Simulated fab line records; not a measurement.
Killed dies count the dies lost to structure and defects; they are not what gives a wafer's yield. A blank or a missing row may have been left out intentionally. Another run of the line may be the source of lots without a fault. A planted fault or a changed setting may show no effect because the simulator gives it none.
fab line records / flow nand_harc
record lots=5 wafers=15 last_day=25
route steps=1159 shown A_ONON_D1@424 END@1159
lots untouched by any fault: they come from a run of this same line in which no faults occurred
start_h: the number of hours between the record's first day and the start of the first shown wafer of the lot / wait_h: hours elapsed since this lot's preceding step / " the same as in the row above / L1.1+2: several wafers, shown together as one row / - either no value or no given start / * or withheld: withheld / < > ~ a bound
route shown NAME@n: a module of which the file shows steps, and the number in the route of the first / usual: the fault-free wafers' mean and standard deviation / same: alike in all rows / chamber/n: place in a boat / sites: readings site by site / _std_site: the values' standard deviation / _edge_site: mean of outer sites minus mean of inner sites / radius_mm: for every site, how far away it sits from the centre of the wafer / mask NAME#n: copy n / behind: tool/chamber where the wafer was last shaped / hold: the reason the lot was held/the length of the hold in hours/how it ended / device: names the non-switching transistor (n, p or np) / end of line: at the end of the route, the tests of the same wafers / where a step has no rows: the recipe by itself / killed: dies lost to structure and defects at the first sort, not the wafer's yield / map: per-die view of a wafer (x killed, . not killed, _ where there is no die)
set.NAME: the setting as run; set.NAME@STEP: as run at that earlier step / model.NAME: the simulator's own value behind a step, which no gauge read
lots at selected steps of the route; one table per step, one row per wafer
services: when a tool's chamber went out of use (start_h, in hours from the record's first day, below 0 if earlier), for how many hours, and the reason
## steps
# step NHARC_A_ONON_D1_DEP_00
# recipe target_thk_a=10000 n2_flow_sccm=2750 n2o_flow_sccm=2000 nh3_flow_sccm=500 sih4_flow_sccm=210 temp_c=400
# step NHARC_A_ONON_D1_THK_MEAS_02
# recipe thk_meas_gauge=ellipsometry
# usual thk_nm=999/9.2
lot.wafer=L452.3 tool=film_metro-02 chamber=- start_h=191.07 wait_h=- thk_nm=996
lot.wafer=L452.5 tool=film_metro-02 chamber=- start_h=191.07 wait_h=- thk_nm=998
lot.wafer=L452.6 tool=film_metro-02 chamber=- start_h=191.07 wait_h=- thk_nm=997
lot.wafer=L453.1 tool=film_metro-01 chamber=- start_h=212.25 wait_h=- thk_nm=990
lot.wafer=L453.3 tool=film_metro-01 chamber=- start_h=212.25 wait_h=- thk_nm=990
lot.wafer=L453.4 tool=film_metro-01 chamber=- start_h=212.25 wait_h=- thk_nm=989
lot.wafer=L459.1 tool=film_metro-01 chamber=- start_h=240.96 wait_h=- thk_nm=1012
lot.wafer=L459.2 tool=film_metro-01 chamber=- start_h=240.96 wait_h=- thk_nm=1011
lot.wafer=L459.4 tool=film_metro-01 chamber=- start_h=240.96 wait_h=- thk_nm=1011
lot.wafer=L467.1 tool=film_metro-02 chamber=- start_h=288.69 wait_h=- thk_nm=1002
lot.wafer=L467.2 tool=film_metro-02 chamber=- start_h=288.69 wait_h=- thk_nm=1000
lot.wafer=L467.3 tool=film_metro-02 chamber=- start_h=288.69 wait_h=- thk_nm=1000
lot.wafer=L468.1 tool=film_metro-02 chamber=- start_h=306.57 wait_h=- thk_nm=987
lot.wafer=L468.3 tool=film_metro-02 chamber=- start_h=306.57 wait_h=- thk_nm=987
lot.wafer=L468.4 tool=film_metro-02 chamber=- start_h=306.57 wait_h=- thk_nm=986
# step NHARC_A_ONON_D1_DEP_03
# recipe target_thk_a=10000 n2_flow_sccm=2750 n2o_flow_sccm=2000 nh3_flow_sccm=500 sih4_flow_sccm=210 temp_c=400
# step NHARC_A_ONON_D1_THK_MEAS_05
# recipe thk_meas_gauge=ellipsometry
# usual thk_nm=1000/9.8
lot.wafer=L452.3 tool=film_metro-01 chamber=- start_h=191.63 wait_h=- thk_nm=1006
lot.wafer=L452.5 tool=film_metro-01 chamber=- start_h=191.63 wait_h=- thk_nm=1005
lot.wafer=L452.6 tool=film_metro-01 chamber=- start_h=191.63 wait_h=- thk_nm=1006
lot.wafer=L453.1 tool=film_metro-02 chamber=- start_h=212.82 wait_h=- thk_nm=1006
lot.wafer=L453.3 tool=film_metro-02 chamber=- start_h=212.82 wait_h=- thk_nm=1007
lot.wafer=L453.4 tool=film_metro-02 chamber=- start_h=212.82 wait_h=- thk_nm=1006
lot.wafer=L459.1 tool=film_metro-02 chamber=- start_h=241.53 wait_h=- thk_nm=997
lot.wafer=L459.2 tool=film_metro-02 chamber=- start_h=241.53 wait_h=- thk_nm=997
lot.wafer=L459.4 tool=film_metro-02 chamber=- start_h=241.53 wait_h=- thk_nm=996
lot.wafer=L467.1 tool=film_metro-02 chamber=- start_h=289.26 wait_h=- thk_nm=988
lot.wafer=L467.2 tool=film_metro-02 chamber=- start_h=289.26 wait_h=- thk_nm=990
lot.wafer=L467.3 tool=film_metro-02 chamber=- start_h=289.26 wait_h=- thk_nm=987
lot.wafer=L468.1 tool=film_metro-02 chamber=- start_h=307.15 wait_h=- thk_nm=995
lot.wafer=L468.3 tool=film_metro-02 chamber=- start_h=307.15 wait_h=- thk_nm=996
lot.wafer=L468.4 tool=film_metro-02 chamber=- start_h=307.15 wait_h=- thk_nm=997
# step NHARC_A_ONON_D1_DEP_06
# recipe target_thk_a=10000 n2_flow_sccm=2750 n2o_flow_sccm=2000 nh3_flow_sccm=500 sih4_flow_sccm=210 temp_c=400
# step NHARC_A_ONON_D1_THK_MEAS_08
# recipe thk_meas_gauge=ellipsometry
# usual thk_nm=1002/10
lot.wafer=L452.3 tool=film_metro-01 chamber=- start_h=192.22 wait_h=- thk_nm=997
lot.wafer=L452.5 tool=film_metro-01 chamber=- start_h=192.22 wait_h=- thk_nm=998
lot.wafer=L452.6 tool=film_metro-01 chamber=- start_h=192.22 wait_h=- thk_nm=998
lot.wafer=L453.1 tool=film_metro-01 chamber=- start_h=213.38 wait_h=- thk_nm=979
lot.wafer=L453.3 tool=film_metro-01 chamber=- start_h=213.38 wait_h=- thk_nm=977
lot.wafer=L453.4 tool=film_metro-01 chamber=- start_h=213.38 wait_h=- thk_nm=979
lot.wafer=L459.1 tool=film_metro-01 chamber=- start_h=242.10 wait_h=- thk_nm=1001
lot.wafer=L459.2 tool=film_metro-01 chamber=- start_h=242.10 wait_h=- thk_nm=1004
lot.wafer=L459.4 tool=film_metro-01 chamber=- start_h=242.10 wait_h=- thk_nm=1002
lot.wafer=L467.1 tool=film_metro-01 chamber=- start_h=289.83 wait_h=- thk_nm=1011
lot.wafer=L467.2 tool=film_metro-01 chamber=- start_h=289.83 wait_h=- thk_nm=1010
lot.wafer=L467.3 tool=film_metro-01 chamber=- start_h=289.83 wait_h=- thk_nm=1008
lot.wafer=L468.1 tool=film_metro-02 chamber=- start_h=307.73 wait_h=- thk_nm=1008
lot.wafer=L468.3 tool=film_metro-02 chamber=- start_h=307.73 wait_h=- thk_nm=1011
lot.wafer=L468.4 tool=film_metro-02 chamber=- start_h=307.73 wait_h=- thk_nm=1009
# step NHARC_A_ONON_D1_DEP_09
# recipe target_thk_a=10000 n2_flow_sccm=2750 n2o_flow_sccm=2000 nh3_flow_sccm=500 sih4_flow_sccm=210 temp_c=400
# step NHARC_A_ONON_D1_THK_MEAS_11
# recipe thk_meas_gauge=ellipsometry
# usual thk_nm=998/13
lot.wafer=L452.3 tool=film_metro-01 chamber=- start_h=192.80 wait_h=- thk_nm=999
lot.wafer=L452.5 tool=film_metro-01 chamber=- start_h=192.80 wait_h=- thk_nm=1000
lot.wafer=L452.6 tool=film_metro-01 chamber=- start_h=192.80 wait_h=- thk_nm=1001
lot.wafer=L453.1 tool=film_metro-02 chamber=- start_h=213.95 wait_h=- thk_nm=1015
lot.wafer=L453.3 tool=film_metro-02 chamber=- start_h=213.95 wait_h=- thk_nm=1015
lot.wafer=L453.4 tool=film_metro-02 chamber=- start_h=213.95 wait_h=- thk_nm=1014
lot.wafer=L459.1 tool=film_metro-01 chamber=- start_h=242.66 wait_h=- thk_nm=984
lot.wafer=L459.2 tool=film_metro-01 chamber=- start_h=242.66 wait_h=- thk_nm=985
lot.wafer=L459.4 tool=film_metro-01 chamber=- start_h=242.66 wait_h=- thk_nm=981
lot.wafer=L467.1 tool=film_metro-02 chamber=- start_h=290.40 wait_h=- thk_nm=993
lot.wafer=L467.2 tool=film_metro-02 chamber=- start_h=290.40 wait_h=- thk_nm=991
lot.wafer=L467.3 tool=film_metro-02 chamber=- start_h=290.40 wait_h=- thk_nm=990
lot.wafer=L468.1 tool=film_metro-02 chamber=- start_h=308.30 wait_h=- thk_nm=987
lot.wafer=L468.3 tool=film_metro-02 chamber=- start_h=308.30 wait_h=- thk_nm=986
lot.wafer=L468.4 tool=film_metro-02 chamber=- start_h=308.30 wait_h=- thk_nm=986
# step NHARC_A_ONON_D1_DEP_12
# recipe target_thk_a=10000 n2_flow_sccm=2750 n2o_flow_sccm=2000 nh3_flow_sccm=500 sih4_flow_sccm=210 temp_c=400
# step NHARC_A_ONON_D1_THK_MEAS_14
# recipe thk_meas_gauge=ellipsometry
# usual thk_nm=999/12
lot.wafer=L452.3 tool=film_metro-01 chamber=- start_h=193.50 wait_h=- thk_nm=988
lot.wafer=L452.5 tool=film_metro-01 chamber=- start_h=193.50 wait_h=- thk_nm=989
lot.wafer=L452.6 tool=film_metro-01 chamber=- start_h=193.50 wait_h=- thk_nm=987
lot.wafer=L453.1 tool=film_metro-02 chamber=- start_h=214.51 wait_h=- thk_nm=997
lot.wafer=L453.3 tool=film_metro-02 chamber=- start_h=214.51 wait_h=- thk_nm=994
lot.wafer=L453.4 tool=film_metro-02 chamber=- start_h=214.51 wait_h=- thk_nm=995
lot.wafer=L459.1 tool=film_metro-02 chamber=- start_h=243.24 wait_h=- thk_nm=996
lot.wafer=L459.2 tool=film_metro-02 chamber=- start_h=243.24 wait_h=- thk_nm=997
lot.wafer=L459.4 tool=film_metro-02 chamber=- start_h=243.24 wait_h=- thk_nm=995
lot.wafer=L467.1 tool=film_metro-01 chamber=- start_h=290.97 wait_h=- thk_nm=1004
lot.wafer=L467.2 tool=film_metro-01 chamber=- start_h=290.97 wait_h=- thk_nm=1006
lot.wafer=L467.3 tool=film_metro-01 chamber=- start_h=290.97 wait_h=- thk_nm=1005
lot.wafer=L468.1 tool=film_metro-02 chamber=- start_h=308.87 wait_h=- thk_nm=1012
lot.wafer=L468.3 tool=film_metro-02 chamber=- start_h=308.87 wait_h=- thk_nm=1011
lot.wafer=L468.4 tool=film_metro-02 chamber=- start_h=308.87 wait_h=- thk_nm=1012
# step NHARC_A_ONON_D1_ANNEAL_15
# recipe temp_c=750 time_s=3600
# step NHARC_A_ONON_D1_DEP_16
# recipe target_thk_a=10000 n2_flow_sccm=2750 n2o_flow_sccm=2000 nh3_flow_sccm=500 sih4_flow_sccm=210 temp_c=400
lot.wafer=L452.3+5+6 tool=pecvd_onon-02 chamber=0 start_h=200.10 wait_h=0.2
lot.wafer=L453.1+3+4 tool=pecvd_onon-03 chamber=0 start_h=221.13 wait_h=0.1
lot.wafer=L459.1+2+4 tool=pecvd_onon-02 chamber=0 start_h=249.81 wait_h=0.1
lot.wafer=L467.1+2+3 tool=pecvd_onon-03 chamber=0 start_h=297.61 wait_h=0.1
lot.wafer=L468.1+3+4 tool=pecvd_onon-04 chamber=0 start_h=315.40 wait_h=0.1
# step NHARC_A_ONON_D1_THK_MEAS_18
# recipe thk_meas_gauge=ellipsometry
# usual thk_nm=1001/8.7
lot.wafer=L452.3 tool=film_metro-01 chamber=- start_h=200.50 wait_h=- thk_nm=1004
lot.wafer=L452.5 tool=film_metro-01 chamber=- start_h=200.50 wait_h=- thk_nm=1002
lot.wafer=L452.6 tool=film_metro-01 chamber=- start_h=200.50 wait_h=- thk_nm=1004
lot.wafer=L453.1 tool=film_metro-02 chamber=- start_h=221.64 wait_h=- thk_nm=994
lot.wafer=L453.3 tool=film_metro-02 chamber=- start_h=221.64 wait_h=- thk_nm=996
lot.wafer=L453.4 tool=film_metro-02 chamber=- start_h=221.64 wait_h=- thk_nm=995
lot.wafer=L459.1 tool=film_metro-01 chamber=- start_h=250.31 wait_h=- thk_nm=996
lot.wafer=L459.2 tool=film_metro-01 chamber=- start_h=250.31 wait_h=- thk_nm=639
lot.wafer=L459.4 tool=film_metro-01 chamber=- start_h=250.31 wait_h=- thk_nm=640
lot.wafer=L467.1 tool=film_metro-02 chamber=- start_h=298.13 wait_h=- thk_nm=1007
lot.wafer=L467.2 tool=film_metro-02 chamber=- start_h=298.13 wait_h=- thk_nm=1005
lot.wafer=L467.3 tool=film_metro-02 chamber=- start_h=298.13 wait_h=- thk_nm=1006
lot.wafer=L468.1 tool=film_metro-02 chamber=- start_h=315.92 wait_h=- thk_nm=1006
lot.wafer=L468.3 tool=film_metro-02 chamber=- start_h=315.92 wait_h=- thk_nm=1008
lot.wafer=L468.4 tool=film_metro-02 chamber=- start_h=315.92 wait_h=- thk_nm=1008
# step NHARC_A_ONON_D1_DEP_19
# recipe target_thk_a=10000 n2_flow_sccm=2750 n2o_flow_sccm=2000 nh3_flow_sccm=500 sih4_flow_sccm=210 temp_c=400
# step NHARC_END_SORT_01
# recipe temp_c=25
# usual killed_at_array=29/11 killed_at_periphery=3.5/2.8 killed_dies=33/12 killed_open=3.1/1.8 killed_short=1.8/1.4
# same gross_dies=677 killed_at_other=0
lot.wafer=L452.3 tool=prober-01 chamber=0 start_h=487.83 wait_h=3.1 killed_at_array=25 killed_at_periphery=2 killed_dies=27 killed_open=4 killed_short=3
lot.wafer=L452.5 tool=prober-01 chamber=0 start_h=489.45 wait_h=3.7 killed_at_array=32 killed_at_periphery=0 killed_dies=32 killed_open=0 killed_short=4
lot.wafer=L452.6 tool=prober-01 chamber=0 start_h=490.26 wait_h=4.0 killed_at_array=30 killed_at_periphery=1 killed_dies=31 killed_open=3 killed_short=2
lot.wafer=L453.1 tool=prober-02 chamber=0 start_h=502.06 wait_h=2.5 killed_at_array=30 killed_at_periphery=19 killed_dies=49 killed_open=2 killed_short=4
lot.wafer=L453.3 tool=prober-02 chamber=0 start_h=503.68 wait_h=3.1 killed_at_array=43 killed_at_periphery=8 killed_dies=51 killed_open=2 killed_short=0
lot.wafer=L453.4 tool=prober-02 chamber=0 start_h=504.49 wait_h=3.4 killed_at_array=35 killed_at_periphery=7 killed_dies=42 killed_open=1 killed_short=0
lot.wafer=L459.1 tool=prober-01 chamber=0 start_h=521.78 wait_h=2.5 killed_at_array=15 killed_at_periphery=4 killed_dies=19 killed_open=1 killed_short=2
lot.wafer=L459.2 tool=prober-01 chamber=0 start_h=522.58 wait_h=2.8 killed_at_array=673 killed_at_periphery=4 killed_dies=677 killed_open=4 killed_short=1
lot.wafer=L459.4 tool=prober-01 chamber=0 start_h=524.18 wait_h=3.4 killed_at_array=672 killed_at_periphery=5 killed_dies=677 killed_open=2 killed_short=1
lot.wafer=L467.1 tool=prober-01 chamber=0 start_h=576.66 wait_h=2.5 killed_at_array=44 killed_at_periphery=2 killed_dies=46 killed_open=3 killed_short=3
lot.wafer=L467.2 tool=prober-01 chamber=0 start_h=577.47 wait_h=2.8 killed_at_array=34 killed_at_periphery=3 killed_dies=37 killed_open=4 killed_short=0
lot.wafer=L467.3 tool=prober-01 chamber=0 start_h=578.28 wait_h=3.1 killed_at_array=30 killed_at_periphery=3 killed_dies=33 killed_open=1 killed_short=0
lot.wafer=L468.1 tool=prober-01 chamber=0 start_h=592.38 wait_h=2.5 killed_at_array=43 killed_at_periphery=5 killed_dies=48 killed_open=7 killed_short=1
lot.wafer=L468.3 tool=prober-01 chamber=0 start_h=593.96 wait_h=3.1 killed_at_array=52 killed_at_periphery=6 killed_dies=58 killed_open=4 killed_short=4
lot.wafer=L468.4 tool=prober-01 chamber=0 start_h=594.75 wait_h=3.4 killed_at_array=33 killed_at_periphery=6 killed_dies=39 killed_open=3 killed_short=1
# killed by level:class
L452.3 A_SLIT:chamber_film_flake=9 A_ZERO_WELL:chamber_film_flake=3 A_CHANNEL_HOLE_D1:chamber_film_flake=3 A_CONTACT:chamber_film_flake=3 P_CONTACT:geometric_particle:open=2 A_CHANNEL_FILL_D1:geometric_particle:short=2 A_SGD_CUT:chamber_film_flake=2 A_CONTACT:geometric_particle:short=1
L452.5 A_SLIT:chamber_film_flake=13 A_CHANNEL_HOLE_D1:chamber_film_flake=5 A_CONTACT:chamber_film_flake=5 A_SGD_CUT:chamber_film_flake=3 A_STAIRCASE:chamber_film_flake=2 A_ONON_D1:geometric_particle:short=1 A_CHANNEL_FILL_D1:geometric_particle:short=1 A_SGD_CUT:geometric_particle:short=1
L452.6 A_SLIT:chamber_film_flake=10 A_SGD_CUT:chamber_film_flake=5 A_CONTACT:chamber_film_flake=4 A_STAIRCASE:chamber_film_flake=3 A_CHANNEL_FILL_D1:geometric_particle:open=2 A_CHANNEL_HOLE_D1:chamber_film_flake=2 A_CHANNEL_FILL_D1:geometric_particle:short=1 A_WL_FILL:geometric_particle:open=1
L453.1 A_SLIT:chamber_film_flake=12 P_STI:chamber_film_flake=8 P_CONTACT:chamber_film_flake=7 A_CHANNEL_HOLE_D1:chamber_film_flake=7 P_ZERO_WELL:chamber_film_flake=4 A_CHANNEL_FILL_D1:geometric_particle:short=2 A_CONTACT:chamber_film_flake=2 A_M0:chamber_film_flake=2
L453.3 A_CHANNEL_HOLE_D1:chamber_film_flake=14 A_SLIT:chamber_film_flake=14 A_CONTACT:chamber_film_flake=4 A_WL_FILL:chamber_film_flake=4 P_ZERO_WELL:chamber_film_flake=3 P_CONTACT:chamber_film_flake=3 A_STAIRCASE:chamber_film_flake=3 A_M0:chamber_film_flake=3
L453.4 A_SLIT:chamber_film_flake=14 A_CHANNEL_HOLE_D1:chamber_film_flake=12 P_CONTACT:chamber_film_flake=3 P_ZERO_WELL:chamber_film_flake=2 P_STI:chamber_film_flake=2 A_CHANNEL_FILL_D1:chamber_film_flake=2 A_STAIRCASE:chamber_film_flake=2 A_CONTACT:chamber_film_flake=2
L459.1 A_CONTACT:chamber_film_flake=5 A_CHANNEL_HOLE_D1:chamber_film_flake=4 P_BONDPAD:chamber_film_flake=3 A_STAIRCASE:chamber_film_flake=2 A_WL_FILL:geometric_particle:short=1 A_CONTACT:geometric_particle:short=1 A_M1:geometric_particle:open=1 P_GATE:chamber_film_flake=1
L459.2 A_ONON_D1:area_dep=645 A_CHANNEL_HOLE_D1:chamber_film_flake=8 A_STAIRCASE:chamber_film_flake=8 A_CONTACT:chamber_film_flake=6 A_CHANNEL_FILL_D1:chamber_film_flake=2 P_GATE:geometric_particle:open=1 P_M2:geometric_particle:open=1 A_ONON_D1:geometric_particle:open=1
L459.4 A_ONON_D1:area_dep=658 A_CHANNEL_HOLE_D1:chamber_film_flake=6 P_STI:chamber_film_flake=2 A_CHANNEL_FILL_D1:chamber_film_flake=2 A_STAIRCASE:chamber_film_flake=2 A_CONTACT:chamber_film_flake=2 P_M0:geometric_particle:open=1 P_M0:geometric_particle:short=1
L467.1 A_SLIT:chamber_film_flake=22 A_CHANNEL_HOLE_D1:chamber_film_flake=7 A_STAIRCASE:chamber_film_flake=5 A_ZERO_WELL:chamber_film_flake=2 A_CHANNEL_FILL_D1:geometric_particle:short=1 A_WL_FILL:geometric_particle:short=1 A_WL_FILL:geometric_particle:open=1 A_CONTACT:geometric_particle:short=1
L467.2 A_SLIT:chamber_film_flake=21 A_CHANNEL_HOLE_D1:chamber_film_flake=7 A_STAIRCASE:chamber_film_flake=3 P_CONTACT:geometric_particle:open=1 P_M0:geometric_particle:open=1 A_CHANNEL_HOLE_D1:geometric_particle:open=1 A_M0:geometric_particle:open=1 P_ZERO_WELL:chamber_film_flake=1
L467.3 A_SLIT:chamber_film_flake=17 A_CHANNEL_HOLE_D1:chamber_film_flake=6 A_STAIRCASE:chamber_film_flake=4 P_ZERO_WELL:chamber_film_flake=2 A_M0:geometric_particle:open=1 P_STI:chamber_film_flake=1 A_CONTACT:chamber_film_flake=1 A_BLC:chamber_film_flake=1
L468.1 A_SLIT:chamber_film_flake=20 A_CONTACT:chamber_film_flake=12 P_ZERO_WELL:chamber_film_flake=4 A_ONON_D1:geometric_particle:open=2 A_WL_FILL:geometric_particle:open=2 A_STAIRCASE:chamber_film_flake=2 A_CHANNEL_HOLE_D1:geometric_particle:open=1 A_WL_FILL:geometric_particle:short=1
L468.3 A_SLIT:chamber_film_flake=26 A_CONTACT:chamber_film_flake=10 A_CHANNEL_HOLE_D1:chamber_film_flake=5 P_ZERO_WELL:chamber_film_flake=3 A_CHANNEL_FILL_D1:chamber_film_flake=2 A_STAIRCASE:chamber_film_flake=2 P_M0:geometric_particle:open=1 A_SOURCE_PLATE:geometric_particle:short=1
L468.4 A_SLIT:chamber_film_flake=21 A_CONTACT:chamber_film_flake=8 P_STI:chamber_film_flake=2 A_CHANNEL_HOLE_D1:chamber_film_flake=2 P_GATE:geometric_particle:open=1 P_CONTACT:geometric_particle:open=1 P_M0:geometric_particle:open=1 A_CONTACT:geometric_particle:short=1
# map L459.2 (x killed, . not)
____________x____________
_________xxxxxxx_________
_______xxxxxxxxxxx_______
______xxxxxxxxxxxxx______
_____xxxxxxxxxxxxxxx_____
____xxxxxxxxxxxxxxxxx____
____xxxxxxxxxxxxxxxxx____
___xxxxxxxxxxxxxxxxxxx___
___xxxxxxxxxxxxxxxxxxx___
__xxxxxxxxxxxxxxxxxxxxx__
__xxxxxxxxxxxxxxxxxxxxx__
_xxxxxxxxxxxxxxxxxxxxxxx_
_xxxxxxxxxxxxxxxxxxxxxxx_
_xxxxxxxxxxxxxxxxxxxxxxx_
_xxxxxxxxxxxxxxxxxxxxxxx_
_xxxxxxxxxxxxxxxxxxxxxxx_
xxxxxxxxxxxxxxxxxxxxxxxxx
xxxxxxxxxxxxxxxxxxxxxxxxx
xxxxxxxxxxxxxxxxxxxxxxxxx
xxxxxxxxxxxxxxxxxxxxxxxxx
xxxxxxxxxxxxxxxxxxxxxxxxx
_xxxxxxxxxxxxxxxxxxxxxxx_
_xxxxxxxxxxxxxxxxxxxxxxx_
_xxxxxxxxxxxxxxxxxxxxxxx_
_xxxxxxxxxxxxxxxxxxxxxxx_
_xxxxxxxxxxxxxxxxxxxxxxx_
__xxxxxxxxxxxxxxxxxxxxx__
__xxxxxxxxxxxxxxxxxxxxx__
___xxxxxxxxxxxxxxxxxxx___
___xxxxxxxxxxxxxxxxxxx___
____xxxxxxxxxxxxxxxxx____
____xxxxxxxxxxxxxxxxx____
_____xxxxxxxxxxxxxxx_____
______xxxxxxxxxxxxx______
_______xxxxxxxxxxx_______
_________xxxxxxx_________
____________x____________
# map L452.5 (x killed, . not)
____________.____________
_________......._________
_______.......xx.._______
______.............______
_____..............._____
____.................____
____.................____
___...................___
___...................___
__.....................__
__.....................__
_......................._
_.........x...x..x......_
_...........x..........._
_......x.x.x............_
_......................._
..........x.x............
..........xxxx...........
.............x...........
.........xxx.x...........
............x............
_......................._
_......................._
_.....x..............x.._
_..............x........_
_......................._
__...x.................__
__..................x..__
___x..................___
___...................___
____.....x...........____
____.................____
_____..xx..x........_____
______.............______
_______x.........._______
_________......._________
____________.____________
## services
tool=pecvd_onon-04 chamber=- start_h=220.87 hours=1.0 kind=repair
tool=pecvd_onon-04 chamber=- start_h=237.00 hours=13.0 kind=pm
tool=pecvd_onon-02 chamber=- start_h=289.71 hours=1.1 kind=repair
tool=pecvd_onon-02 chamber=- start_h=292.21 hours=13.0 kind=pm
## key
first_sign step=NHARC_A_ONON_D1_THK_MEAS_18 reading=thk_nm direction=down sigmas=41 usual=1001 struck=639
effect step=NHARC_END_SORT_01 reading=killed_at_array direction=up sigmas=57 usual=29 struck=672
more_kills_born_at NHARC_A_ONON_D1_DEP_16@pecvd_onon-02=1303
met_at NHARC_A_ONON_D1_DEP_16
struck_wafers L459.2,L459.4
later_rows_left_out L459.2,L459.4
tester_left_out L459
onset_between 200.10 249.81
fault kind=process_parameter_drift tool=pecvd_onon-02 chamber=- onset_h=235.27 steps=NHARC_A_ONON_D1_DEP_16 channel=target_thk_a offset=* shape=step end_h=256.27 scope=struck_wafers_only acts_in=* stated=*
# tester_left_out: of these lots the tester's yield and bins aren't shown, on N5 and GAA mostly nor the transistor test; their killed dies are dies lost to structure and defects alone, not to doping, threshold or leakage, so they don't give the yield
# later_rows_left_out: the simulator's readings of these wafers behind a module that went badly wrong aren't trusted and aren't shown, but for the sort
